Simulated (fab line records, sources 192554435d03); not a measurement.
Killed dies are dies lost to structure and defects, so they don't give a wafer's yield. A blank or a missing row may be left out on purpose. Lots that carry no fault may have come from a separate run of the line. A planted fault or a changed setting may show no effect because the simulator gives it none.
Split-lot study || flow n5_finfet || 39 wafers read from 7 lots, route of 1938 steps

## SPLIT DETAILS
At N5_GATE_CUT_ALD_22 (deposits SiNx, target thk 16 nm, pulse time 1 s, ald cycles 320), the setting ald_cycles was moved away from the recipe's 320 on 18 of the 39 wafers read, by -13.4% to +16.3%. For the rest of the wafers, this setting stayed at what the recipe calls for.

The split's own step is where the reading is taken.

## THE READING
SiNx_of_GATE_CUT_ALD_22.thk_nm (the simulator's own value, which no gauge read), in nm, at N5_GATE_CUT_ALD_22 (deposits SiNx, target thk 16 nm, pulse time 1 s, ald cycles 320). No usual value for it is given in the file. Average 16.0 nm, standard deviation 0.085 nm, over the 21 wafers here run with the recipe.

{"wafer": "L075.1", "tool, chamber at the split": "ald_sin-02, 0", "ald_cycles as run": 320, "against the recipe": "recipe", "SiNx_of_GATE_CUT_ALD_22.thk_nm, nm": 16.2, "against lot-mates on the recipe": "-"}
{"wafer": "L075.2", "tool, chamber at the split": "ald_sin-02, 1,3", "ald_cycles as run": 320, "against the recipe": "recipe", "SiNx_of_GATE_CUT_ALD_22.thk_nm, nm": 16, "against lot-mates on the recipe": "-"}
{"wafer": "L075.5", "tool, chamber at the split": "ald_sin-02, 1,3", "ald_cycles as run": 320, "against the recipe": "recipe", "SiNx_of_GATE_CUT_ALD_22.thk_nm, nm": 16, "against lot-mates on the recipe": "-"}
{"wafer": "L075.3", "tool, chamber at the split": "ald_sin-02, 3,0,1", "ald_cycles as run": 372, "against the recipe": "+16.3%", "SiNx_of_GATE_CUT_ALD_22.thk_nm, nm": 18.6, "against lot-mates on the recipe": "+2.5"}
{"wafer": "L075.4", "tool, chamber at the split": "ald_sin-02, 3,0,1", "ald_cycles as run": 372, "against the recipe": "+16.3%", "SiNx_of_GATE_CUT_ALD_22.thk_nm, nm": 18.6, "against lot-mates on the recipe": "+2.5"}
{"wafer": "L075.6", "tool, chamber at the split": "ald_sin-02, 3,0,1", "ald_cycles as run": 372, "against the recipe": "+16.3%", "SiNx_of_GATE_CUT_ALD_22.thk_nm, nm": 18.6, "against lot-mates on the recipe": "+2.5"}
{"wafer": "L078.2", "tool, chamber at the split": "ald_sin-02, 2", "ald_cycles as run": 320, "against the recipe": "recipe", "SiNx_of_GATE_CUT_ALD_22.thk_nm, nm": 16.2, "against lot-mates on the recipe": "-"}
{"wafer": "L078.3", "tool, chamber at the split": "ald_sin-02, 1", "ald_cycles as run": 320, "against the recipe": "recipe", "SiNx_of_GATE_CUT_ALD_22.thk_nm, nm": 16, "against lot-mates on the recipe": "-"}
{"wafer": "L078.6", "tool, chamber at the split": "ald_sin-02, 1", "ald_cycles as run": 320, "against the recipe": "recipe", "SiNx_of_GATE_CUT_ALD_22.thk_nm, nm": 16, "against lot-mates on the recipe": "-"}
{"wafer": "L086.1", "tool, chamber at the split": "ald_sin-03, 3", "ald_cycles as run": 277, "against the recipe": "-13.4%", "SiNx_of_GATE_CUT_ALD_22.thk_nm, nm": 13.8, "against lot-mates on the recipe": -2.2}
{"wafer": "L086.2", "tool, chamber at the split": "ald_sin-03, 0,2,2", "ald_cycles as run": 320, "against the recipe": "recipe", "SiNx_of_GATE_CUT_ALD_22.thk_nm, nm": 16, "against lot-mates on the recipe": "-"}
{"wafer": "L086.3", "tool, chamber at the split": "ald_sin-03, 0,2,2", "ald_cycles as run": 320, "against the recipe": "recipe", "SiNx_of_GATE_CUT_ALD_22.thk_nm, nm": 16, "against lot-mates on the recipe": "-"}
{"wafer": "L086.5", "tool, chamber at the split": "ald_sin-03, 0,2,2", "ald_cycles as run": 320, "against the recipe": "recipe", "SiNx_of_GATE_CUT_ALD_22.thk_nm, nm": 16, "against lot-mates on the recipe": "-"}
{"wafer": "L086.4", "tool, chamber at the split": "ald_sin-03, 1", "ald_cycles as run": 277, "against the recipe": "-13.4%", "SiNx_of_GATE_CUT_ALD_22.thk_nm, nm": 14, "against lot-mates on the recipe": -2.0}
{"wafer": "L086.6", "tool, chamber at the split": "ald_sin-03, 1", "ald_cycles as run": 277, "against the recipe": "-13.4%", "SiNx_of_GATE_CUT_ALD_22.thk_nm, nm": 14, "against lot-mates on the recipe": -2.0}
{"wafer": "L088.1", "tool, chamber at the split": "ald_sin-03, 1", "ald_cycles as run": 320, "against the recipe": "recipe", "SiNx_of_GATE_CUT_ALD_22.thk_nm, nm": 16.2, "against lot-mates on the recipe": "-"}
{"wafer": "L088.2", "tool, chamber at the split": "ald_sin-03, 0", "ald_cycles as run": 301, "against the recipe": "-5.9%", "SiNx_of_GATE_CUT_ALD_22.thk_nm, nm": 15, "against lot-mates on the recipe": -1.1}
{"wafer": "L088.6", "tool, chamber at the split": "ald_sin-03, 0", "ald_cycles as run": 301, "against the recipe": "-5.9%", "SiNx_of_GATE_CUT_ALD_22.thk_nm, nm": 15, "against lot-mates on the recipe": -1.1}
{"wafer": "L088.3", "tool, chamber at the split": "ald_sin-03, 3", "ald_cycles as run": 320, "against the recipe": "recipe", "SiNx_of_GATE_CUT_ALD_22.thk_nm, nm": 16, "against lot-mates on the recipe": "-"}
{"wafer": "L088.5", "tool, chamber at the split": "ald_sin-03, 3", "ald_cycles as run": 320, "against the recipe": "recipe", "SiNx_of_GATE_CUT_ALD_22.thk_nm, nm": 16, "against lot-mates on the recipe": "-"}
{"wafer": "L088.4", "tool, chamber at the split": "ald_sin-03, 1", "ald_cycles as run": 301, "against the recipe": "-5.9%", "SiNx_of_GATE_CUT_ALD_22.thk_nm, nm": 15.2, "against lot-mates on the recipe": -0.9}
{"wafer": "L091.1", "tool, chamber at the split": "ald_sin-02, 3,1", "ald_cycles as run": 320, "against the recipe": "recipe", "SiNx_of_GATE_CUT_ALD_22.thk_nm, nm": 16, "against lot-mates on the recipe": "-"}
{"wafer": "L091.5", "tool, chamber at the split": "ald_sin-02, 3,1", "ald_cycles as run": 320, "against the recipe": "recipe", "SiNx_of_GATE_CUT_ALD_22.thk_nm, nm": 16, "against lot-mates on the recipe": "-"}
{"wafer": "L091.2", "tool, chamber at the split": "ald_sin-02, 1", "ald_cycles as run": 335, "against the recipe": "+4.7%", "SiNx_of_GATE_CUT_ALD_22.thk_nm, nm": 16.6, "against lot-mates on the recipe": "+0.5"}
{"wafer": "L091.3", "tool, chamber at the split": "ald_sin-02, 2", "ald_cycles as run": 335, "against the recipe": "+4.7%", "SiNx_of_GATE_CUT_ALD_22.thk_nm, nm": 16.8, "against lot-mates on the recipe": "+0.7"}
{"wafer": "L091.6", "tool, chamber at the split": "ald_sin-02, 2", "ald_cycles as run": 335, "against the recipe": "+4.7%", "SiNx_of_GATE_CUT_ALD_22.thk_nm, nm": 16.8, "against lot-mates on the recipe": "+0.7"}
{"wafer": "L091.4", "tool, chamber at the split": "ald_sin-02, 0", "ald_cycles as run": 320, "against the recipe": "recipe", "SiNx_of_GATE_CUT_ALD_22.thk_nm, nm": 16.2, "against lot-mates on the recipe": "-"}
{"wafer": "L092.1", "tool, chamber at the split": "ald_sin-02, 3,2,0", "ald_cycles as run": 320, "against the recipe": "recipe", "SiNx_of_GATE_CUT_ALD_22.thk_nm, nm": 16, "against lot-mates on the recipe": "-"}
{"wafer": "L092.4", "tool, chamber at the split": "ald_sin-02, 3,2,0", "ald_cycles as run": 320, "against the recipe": "recipe", "SiNx_of_GATE_CUT_ALD_22.thk_nm, nm": 16, "against lot-mates on the recipe": "-"}
{"wafer": "L092.6", "tool, chamber at the split": "ald_sin-02, 3,2,0", "ald_cycles as run": 320, "against the recipe": "recipe", "SiNx_of_GATE_CUT_ALD_22.thk_nm, nm": 16, "against lot-mates on the recipe": "-"}
{"wafer": "L092.2", "tool, chamber at the split": "ald_sin-02, 0", "ald_cycles as run": 294, "against the recipe": "-8.1%", "SiNx_of_GATE_CUT_ALD_22.thk_nm, nm": 14.8, "against lot-mates on the recipe": -1.2}
{"wafer": "L092.3", "tool, chamber at the split": "ald_sin-02, 1,3", "ald_cycles as run": 294, "against the recipe": "-8.1%", "SiNx_of_GATE_CUT_ALD_22.thk_nm, nm": 14.6, "against lot-mates on the recipe": -1.4}
{"wafer": "L092.5", "tool, chamber at the split": "ald_sin-02, 1,3", "ald_cycles as run": 294, "against the recipe": "-8.1%", "SiNx_of_GATE_CUT_ALD_22.thk_nm, nm": 14.6, "against lot-mates on the recipe": -1.4}
{"wafer": "L097.1", "tool, chamber at the split": "ald_sin-02, 1,2", "ald_cycles as run": 320, "against the recipe": "recipe", "SiNx_of_GATE_CUT_ALD_22.thk_nm, nm": 16, "against lot-mates on the recipe": "-"}
{"wafer": "L097.3", "tool, chamber at the split": "ald_sin-02, 1,2", "ald_cycles as run": 320, "against the recipe": "recipe", "SiNx_of_GATE_CUT_ALD_22.thk_nm, nm": 16, "against lot-mates on the recipe": "-"}
{"wafer": "L097.2", "tool, chamber at the split": "ald_sin-02, 0,1", "ald_cycles as run": 341, "against the recipe": "+6.6%", "SiNx_of_GATE_CUT_ALD_22.thk_nm, nm": 17, "against lot-mates on the recipe": "+0.9"}
{"wafer": "L097.4", "tool, chamber at the split": "ald_sin-02, 0,1", "ald_cycles as run": 341, "against the recipe": "+6.6%", "SiNx_of_GATE_CUT_ALD_22.thk_nm, nm": 17, "against lot-mates on the recipe": "+0.9"}
{"wafer": "L097.5", "tool, chamber at the split": "ald_sin-02, 2", "ald_cycles as run": 320, "against the recipe": "recipe", "SiNx_of_GATE_CUT_ALD_22.thk_nm, nm": 16.2, "against lot-mates on the recipe": "-"}
{"wafer": "L097.6", "tool, chamber at the split": "ald_sin-02, 0", "ald_cycles as run": 341, "against the recipe": "+6.6%", "SiNx_of_GATE_CUT_ALD_22.thk_nm, nm": 17.2, "against lot-mates on the recipe": "+1.1"}
Rows listing several chambers each stand for several wafers; the file does not say which wafer went through which chamber.

FIT RESULTS
A straight line over all 39 wafers: SiNx_of_GATE_CUT_ALD_22.thk_nm changes by +0.158 nm for each +1% of ald_cycles; r = +1.00; the points scatter about the line by 0.093 nm.
The same after taking each lot's own level away (the mean of its wafers on the recipe; 39 wafers): +0.156 nm for each +1%; r = +1.00; scatter 0.091 nm.
On that fit, the largest move of ald_cycles shifts the reading by 2.5 nm.
Measured against the standard deviation above, the lots' own levels, which go from 16.00 to 16.07 nm, span 0.8 times it.
The two slopes agree, so the slope changes little with the lot-to-lot level.
Check: for one of the wafers moved furthest among these (+16.3%), held out of the fit, the line's prediction against its lot-mates is +2.52 nm. It came out at +2.53 nm against them.

## ADDITIONAL SPLITS CARRIED BY THESE WAFERS
These wafers also went through other splits before the reading. Each is held against what the fit with the lots' levels taken away leaves over:
{"other split on the same wafers": "N5_DUMMY_GATE_EXPOSE_12 dose_mj", "wafers away from the commonest value": 15, "r with SiNx_of_GATE_CUT_ALD_22.thk_nm (lot level and that fit taken away)": -0.25}
{"other split on the same wafers": "N5_SD_EPI_N_EPI_21 temp_c", "wafers away from the commonest value": 12, "r with SiNx_of_GATE_CUT_ALD_22.thk_nm (lot level and that fit taken away)": "+0.17"}
{"other split on the same wafers": "N5_HKMG_FIN_ETCH_54 source_w", "wafers away from the commonest value": 15, "r with SiNx_of_GATE_CUT_ALD_22.thk_nm (lot level and that fit taken away)": "+0.20"}
{"other split on the same wafers": "N5_HKMG_FIN_ETCH_58 bias_w", "wafers away from the commonest value": 18, "r with SiNx_of_GATE_CUT_ALD_22.thk_nm (lot level and that fit taken away)": "+0.00"}
{"other split on the same wafers": "N5_GATE_CUT_ETCH_58 source_w", "wafers away from the commonest value": 15, "r with SiNx_of_GATE_CUT_ALD_22.thk_nm (lot level and that fit taken away)": "+0.10"}

## FILE'S OWN FIT
SiNx_of_GATE_CUT_ALD_22.thk_nm changes by +0.156 nm for each +1% of ald_cycles, r = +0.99.
